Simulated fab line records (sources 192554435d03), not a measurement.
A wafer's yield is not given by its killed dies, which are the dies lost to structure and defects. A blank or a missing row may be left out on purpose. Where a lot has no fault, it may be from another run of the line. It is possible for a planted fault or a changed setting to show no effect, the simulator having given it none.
fab line records	flow n5_finfet
[record] lots = 11	wafers = 33	last_day = 17
route steps=1938 shown BEOL_M6@1212 PASSIVATION@1936
lots that met no fault: from a run of the same line without faults
start_h: start of the lot's first displayed wafer, in hours after the record's first day	wait_h: time in hours since the lot's previous step	" the same as in the row above	L1.1+2: several wafers, shown together as one row	- no value present, or no start provided	* or withheld: withheld	< > ~ a bound
route shown NAME@n: names a module that has steps shown in the file, with the first one's number in the route	usual: average and standard deviation across the fault-free wafers	same: alike in all rows	chamber/n: place in a boat	sites: each site's reading	_std_site: how widely they spread, as a standard deviation	_edge_site: inner sites' mean taken away from outer sites' mean	radius_mm: for every site, how far away it sits from the centre of the wafer	mask NAME#n: copy n	behind: the most recent tool/chamber to have shaped the wafer	hold: cause of the lot's hold/its duration in hours/its outcome	device: names the non-switching transistor (n, p or np)	end of line: the same wafers' tests at the end of the route	a step given without rows: its recipe and nothing more	killed: dies that structure and defects cost at the first sort, which is not the same as the wafer's yield	map: the dies of a wafer, with x for killed, . for not killed, _ for no die there
set.NAME: the setting as run; set.NAME@STEP: as run at that earlier step	model.NAME: the simulator's own value behind a step, which no gauge read
a sample of lots followed through the steps of the route, with each step as a table and each wafer as a row
services: from which hour (start_h, from the record's first day; less than 0 if before it) a tool's chamber was out of use, for how many hours, and why
[[steps]]
[step N5_BEOL_M6_ETCH_62]
[recipe] chemistry = N2/H2	target = SOC	target_depth_a = 1100	overetch_a = 220	mask_material = SiARC	temp_c = 40	time_s = 165	ion_energy_ev = 200	pressure_mtorr = 30	source_w = 840	bias_w = 150	n2_flow_sccm = 200	h2_flow_sccm = 200
[usual] drypump_motor_current_A = 5.7/0.32	oes_product_au = 0.65/0.076	rf_vpp_V = 524.2/2.8	showerhead_plenum_p_Torr = 2.56/0.095	throttle_valve_pct = 17.88/0.27
lot.wafer	tool	chamber	start_h	wait_h	drypump_motor_current_A	oes_product_au	rf_hours_counter_h	rf_vpp_V	showerhead_plenum_p_Torr	throttle_valve_pct
L951.2	rie_diel-02	2	189.74	0.0	5.4	0.60	229	523.8	2.52	17.83
L951.3	"	1	"	"	5.9	0.61	217	526.6	2.62	18.15
L951.5	"	2	"	"	5.4	0.60	-	523.2	2.52	17.82
L957.2	rie_diel-06	1	221.82	0.0	5.5	0.61	221	523.8	2.52	18.24
L957.3	"	0	"	"	5.8	0.61	193	525.1	2.64	18.04
L957.6	"	2	"	"	6.3	0.80	-	528.5	2.72	17.55
L958.1	rie_diel-03	2	233.82	0.0	6.2	0.59	243	522.2	2.50	17.86
L958.3	"	3	"	"	5.9	0.71	69	527.5	2.69	17.78
L958.6	"	0	"	"	5.5	0.64	-	521.2	2.45	18.13
L960.1	rie_diel-06	2	237.53	0.0	6.3	0.78	15	530.2	2.71	17.59
L960.2	"	1	"	"	5.5	0.61	227	523.4	2.52	18.24
L960.6	"	1	"	"	5.5	0.60	-	524.4	2.52	18.23
L959.2	rie_diel-06	1	245.98	0.0	5.5	0.61	230	523.6	2.52	18.22
L959.3	"	0	"	"	5.8	0.61	200	523.8	2.64	18.05
L959.5	"	1	"	"	5.4	0.61	-	523.1	2.52	18.23
L964.3	rie_diel-06	2	271.73	0.0	6.3	0.75	26	527.8	2.71	17.60
L964.4	"	3	"	"	5.3	0.61	199	520.7	2.41	17.66
L964.5	"	3	"	"	5.3	0.61	-	520.6	2.41	17.66
L968.2	rie_diel-02	2	275.43	0.0	5.3	0.83	3	522.4	2.50	17.40
L968.3	"	0	"	"	5.6	0.58	249	523.1	2.49	17.72
L968.6	"	0	"	"	5.6	0.58	-	523.7	2.49	17.74
L967.3	rie_diel-03	0	278.09	0.0	5.5	0.63	186	520.8	2.44	18.15
L967.4	"	1	"	"	5.3	0.57	-	525.6	2.61	17.94
L967.5	"	3	"	"	5.9	0.69	-	527.7	2.68	17.83
L966.1	rie_diel-03	3	279.61	0.0	5.9	0.69	87	527.9	2.68	17.81
L966.2	"	0	"	"	5.6	0.62	187	520.4	2.44	18.14
L966.6	"	1	"	"	5.3	0.58	-	525.7	2.61	17.94
L972.1	rie_diel-06	3	307.13	0.0	5.2	0.60	214	520.5	2.41	17.69
L972.3	"	0	"	"	5.8	0.60	225	527.1	2.63	18.08
L972.6	"	2	"	"	6.3	0.74	-	528.1	2.70	17.60
L974.1	rie_diel-03	1	324.97	0.0	5.3	0.56	245	526.4	2.61	17.97
L974.4	"	0	"	"	5.6	0.62	203	519.1	2.43	18.19
L974.6	"	2	"	"	6.1	0.77	-	522.3	2.50	17.50
[step N5_BEOL_M6_CD_MEAS_28]
[recipe] target_cd_nm = 40	landing_energy_ev = 500	detector = se_inlens
[usual] cd_nm = 39.93/0.25
lot.wafer	tool	chamber	start_h	wait_h	cd_nm
L951.2	cd_sem-03	0	192.03	-	39.86
L951.3	"	0	"	"	39.89
L951.5	"	0	"	"	39.70
L957.2	cd_sem-01	0	223.27	-	39.64
L957.3	"	0	"	"	39.71
L957.6	"	0	"	"	39.85
L958.1	cd_sem-03	0	235.76	-	39.73
L958.3	"	0	"	"	39.85
L958.6	"	0	"	"	39.76
L960.1	cd_sem-03	0	241.07	-	40.16
L960.2	"	0	"	"	39.77
L960.6	"	0	"	"	40.25
L959.2	cd_sem-03	0	246.80	-	40.16
L959.3	"	0	"	"	40.08
L959.5	"	0	"	"	40.41
L964.3	cd_sem-01	0	274.49	-	40.21
L964.4	"	0	"	"	39.94
L964.5	"	0	"	"	39.91
L968.2	cd_sem-03	0	277.16	-	39.88
L968.3	"	0	"	"	40.06
L968.6	"	0	"	"	40.19
L967.3	cd_sem-01	0	281.04	-	39.93
L967.4	"	0	"	"	40.10
L967.5	"	0	"	"	40.11
L966.1	cd_sem-03	0	281.21	-	40.06
L966.2	"	0	"	"	39.90
L966.6	"	0	"	"	39.61
L972.1	cd_sem-01	0	308.36	-	39.84
L972.3	"	0	"	"	39.95
L972.6	"	0	"	"	40.05
L974.1	cd_sem-01	0	327.87	-	39.79
L974.4	"	0	"	"	39.98
L974.6	"	0	"	"	39.78
[step N5_BEOL_M6_ETCH_41]
[recipe] chemistry = CH3F/O2	target = SiCN	target_depth_a = 297	taper_deg = 2	time_s = 52	ion_energy_ev = 120	mask_material = TiN	pressure_mtorr = 30	source_w = 395	bias_w = 75	Ar_flow_sccm = 150	CH3F_flow_sccm = 30	O2_flow_sccm = 20
[usual] drypump_motor_current_A = 5.64/0.3	oes_product_au = 0.75/0.094	rf_vpp_V = 297.4/1.6	run_length_s = 75.3/0.46	showerhead_plenum_p_Torr = 2.00/0.068	throttle_valve_pct = 16.38/0.27
lot.wafer	tool	chamber	start_h	wait_h	drypump_motor_current_A	oes_product_au	rf_hours_counter_h	rf_vpp_V	run_length_s	showerhead_plenum_p_Torr	throttle_valve_pct
L951.2	rie_diel-03	0	192.81	-	5.55	0.76	153	296.7	75.0	1.91	16.35
L951.3	"	1	"	"	5.28	0.70	193	299.7	75.3	2.06	16.31
L951.5	"	2	"	"	6.14	0.69	-	295.5	75.4	1.98	16.21
L957.2	rie_diel-02	0	224.10	-	5.66	0.67	232	297.2	74.9	1.97	16.34
L957.3	"	3	"	"	5.55	0.71	224	296.8	75.5	1.97	16.81
L957.6	"	3	"	"	5.57	0.72	-	295.8	76.0	1.97	16.82
L958.1	rie_diel-03	2	236.76	-	6.10	0.68	243	296.8	75.5	1.97	16.28
L958.3	"	1	"	"	5.29	0.69	212	299.8	74.6	2.05	16.35
L958.6	"	0	"	"	5.55	0.76	-	295.6	74.9	1.91	16.38
L960.1	rie_diel-02	0	241.66	-	5.62	0.66	238	297.2	75.3	1.97	16.34
L960.2	"	2	"	"	5.40	0.70	250	297.2	74.4	1.97	16.37
L960.6	"	0	"	"	5.57	0.66	-	298.2	75.1	1.97	16.36
L959.2	rie_diel-02	0	247.22	-	5.58	0.67	240	295.1	75.2	1.97	16.34
L959.3	"	3	"	"	5.56	0.72	233	297.1	75.5	1.97	16.84
L959.5	"	1	"	"	5.86	0.72	-	298.8	75.7	2.05	16.57
L964.3	rie_diel-03	0	275.39	-	5.55	0.73	185	294.3	75.0	1.90	16.41
L964.4	"	1	"	"	5.27	0.67	-	297.7	75.3	2.05	16.38
L964.5	"	0	"	"	5.55	0.74	-	295.5	75.2	1.90	16.42
L968.2	rie_diel-06	0	277.81	-	5.82	0.72	212	298.5	74.5	2.06	16.52
L968.3	"	1	"	"	5.43	0.70	241	297.9	76.7	1.98	16.74
L968.6	"	1	"	"	5.39	0.70	-	296.8	76.1	1.98	16.74
L967.3	rie_diel-02	2	281.50	-	5.39	0.99	5	295.0	74.9	1.96	15.89
L967.4	"	3	"	"	5.56	0.71	-	296.8	79.3	1.96	16.87
L967.5	"	2	"	"	5.37	1.00	-	295.1	74.4	1.96	15.88
L966.1	rie_diel-02	2	281.90	-	5.38	0.99	6	296.3	77.4	1.96	15.90
L966.2	"	1	"	"	5.87	0.70	246	298.4	75.4	2.04	16.60
L966.6	"	3	"	"	5.56	0.71	-	295.8	75.7	1.96	16.87
L972.1	rie_diel-06	2	309.16	-	6.24	0.87	38	298.6	75.6	2.13	16.20
L972.3	"	0	"	"	5.80	0.70	226	298.1	74.7	2.06	16.54
L972.6	"	3	"	"	5.22	0.71	-	295.5	75.8	1.89	16.18
L974.1	rie_diel-03	2	328.30	-	6.10	0.90	12	295.0	75.4	1.97	15.87
L974.4	"	3	"	"	5.90	0.80	104	298.7	75.3	2.09	16.19
L974.6	"	1	"	"	5.28	0.67	-	297.8	74.9	2.04	16.41
[step N5_BEOL_M6_CURE_75]
[recipe] temp_c = 370	time_s = 120	ambient = DMADMS/He	material = SiCOH_lowk
[usual] lamp_power_pct = 52.31/0.052	wafer_temp_C_max = 372.0/0.63
lot.wafer	tool	chamber	start_h	wait_h	lamp_power_pct	wafer_temp_C_max
L951.2	uv_cure-03	1	193.18	0.1	52.36	371.5
L951.3	"	1	"	"	52.28	371.7
L951.5	"	1	"	"	52.27	371.8
L957.2	uv_cure-02	0	224.48	0.1	52.31	372.7
L957.3	"	0	"	"	52.38	372.2
L957.6	"	0	"	"	52.34	372.0
L958.1	uv_cure-03	0	237.59	0.5	52.36	373.0
L958.3	"	0	"	"	52.33	372.6
L958.6	"	0	"	"	52.28	373.0
L960.1	uv_cure-02	0	241.97	0.0	52.30	371.9
L960.2	"	0	"	"	52.42	372.8
L960.6	"	0	"	"	52.38	372.6
L959.2	uv_cure-01	0	247.59	0.1	52.31	372.9
L959.3	"	0	"	"	52.37	372.5
L959.5	"	0	"	"	52.17	372.2
L964.3	uv_cure-01	2	275.81	0.1	52.33	372.7
L964.4	"	2	"	"	52.39	371.3
L964.5	"	2	"	"	52.24	371.9
L968.2	uv_cure-01	0	278.18	0.1	52.17	372.4
L968.3	"	0	"	"	52.31	372.2
L968.6	"	0	"	"	52.33	373.3
L967.3	uv_cure-02	0	281.92	0.1	52.32	371.8
L967.4	"	0	"	"	52.40	372.6
L967.5	"	0	"	"	52.29	372.0
L966.1	uv_cure-02	0	282.22	0.0	52.21	372.2
L966.2	"	0	"	"	52.26	372.3
L966.6	"	0	"	"	52.44	371.4
L972.1	uv_cure-01	2	309.60	0.2	52.38	371.9
L972.3	"	2	"	"	52.32	372.2
L972.6	"	2	"	"	52.29	373.0
L974.1	uv_cure-02	2	328.62	0.0	52.26	371.3
L974.4	"	2	"	"	52.37	371.5
L974.6	"	2	"	"	52.30	371.4
[step N5_PASSIVATION_PROBE_49]
[usual] defect_limited_yield = 91.4/1.5	killed_at_M0_to_M3 = 34/12	killed_at_M4_up = 12/4.9	killed_at_contacts = 13/7.2	killed_at_front_end = 39/12	killed_at_other = 3.7/2.9	killed_dies = 101/18	killed_open = 67/14	killed_short = 33/7.2	sort_bin_5_function = 5.1/0.97	sort_bin_6_memory = 3.2/0.67	sort_n_pass = 1079/17	sort_yield_pct = 91.4/1.5
[same] gross_dies = 1180	killed_at_back_side = 0	sort_bin_4_leakage[%] = 0	sort_bin_8_speed[%] = 0
lot.wafer	tool	chamber	start_h	wait_h	defect_limited_yield[%]	killed_at_M0_to_M3	killed_at_M4_up	killed_at_contacts	killed_at_front_end	killed_at_other	killed_dies	killed_open	killed_short	sort_bin_5_function[%]	sort_bin_6_memory[%]	sort_n_pass	sort_yield_pct[%]
L960.1	prober-01	-	326.58	0.0	88.6	77	8	17	29	4	135	93	42	6.4	4.8	1045	88.6
L960.2	prober-01	-	326.63	0.1	86.6	70	20	21	44	3	158	117	41	7.5	5.6	1022	86.6
L960.6	prober-01	-	326.83	0.3	90.3	65	13	13	22	2	115	78	37	5.3	3.9	1065	90.3
// killed by level:class
L960.1 BEOL_M0_SAQP:geometric_particle:short=19 BEOL_M0_SAQP:geometric_particle:open=16 MOL_CONTACT_COAG:geometric_particle:open=15 BEOL_M3:geometric_particle:open=14 BEOL_M2:geometric_particle:open=10 STI_FIN_REVEAL:geometric_particle:open=6 BEOL_M1:geometric_particle:open=6 BEOL_M0:geometric_particle:open=5
L960.2 BEOL_M3:geometric_particle:open=22 MOL_CONTACT_COAG:geometric_particle:open=17 FIN_SAQP:geometric_particle:open=16 BEOL_M0_SAQP:geometric_particle:open=15 BEOL_M4:geometric_particle:open=12 BEOL_M0_SAQP:geometric_particle:short=10 STI_FIN_REVEAL:geometric_particle:open=10 BEOL_M1:geometric_particle:open=6
L960.6 BEOL_M0_SAQP:geometric_particle:open=14 MOL_CONTACT_COAG:geometric_particle:open=13 BEOL_M0_SAQP:geometric_particle:short=11 BEOL_M0:geometric_particle:open=10 BEOL_M3:geometric_particle:open=9 BEOL_M4:geometric_particle:open=7 STI_FIN_REVEAL:geometric_particle:open=6 BEOL_M3:geometric_particle:short=6
[[services]]
tool	chamber	start_h	hours	kind
rie_diel-02	3	185.18	6.4	repair
uv_cure-01	-	222.97	2.1	pm
rie_diel-03	3	225.89	3.9	repair
uv_cure-02	-	232.28	6.0	pm
rie_diel-02	2	241.87	-	clean
rie_diel-02	2	241.87	-	consumable_replace:focus_ring
rie_diel-02	2	241.87	24.2	scheduled_down
rie_diel-02	2	241.87	24.2	vent_cycle
uv_cure-03	-	247.32	129.3	repair
rie_diel-03	2	256.56	-	clean
rie_diel-03	2	256.56	-	consumable_replace:focus_ring
rie_diel-03	2	256.56	32.4	scheduled_down
rie_diel-03	2	256.56	32.4	vent_cycle
rie_diel-06	2	279.68	6.7	repair
uv_cure-01	-	288.41	7.5	pm
rie_diel-02	0	290.62	-	clean
rie_diel-02	0	290.62	-	consumable_replace:focus_ring
rie_diel-02	0	290.62	26.0	scheduled_down
rie_diel-02	0	290.62	26.0	vent_cycle
rie_diel-06	1	303.13	-	clean
rie_diel-06	1	303.13	-	consumable_replace:focus_ring
rie_diel-06	1	303.13	17.1	scheduled_down
rie_diel-06	1	303.13	17.1	vent_cycle
rie_diel-02	1	316.83	-	clean
[[key]]
[first_sign] step = N5_BEOL_M6_ETCH_41	reading = run_length_s	direction = up	sigmas = 6.7	usual = *	struck = *
effect none on later readings
met_at N5_BEOL_M6_ETCH_41
struck_lots L966,L967
struck_wafers L966.1,L967.4
not_acting_at N5_BEOL_M6_ETCH_62,N5_BEOL_M6_CD_MEAS_28,N5_BEOL_M6_CURE_75
onset_between 247.22 281.50
[fault] kind = process_parameter_drift	tool = rie_diel-02	chamber = -	onset_h = 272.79	steps = N5_BEOL_M6_ETCH_41	channel = time_s	offset = *	shape = step	end_h = 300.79	scope = struck_wafers_only	acts_in = *	stated = *
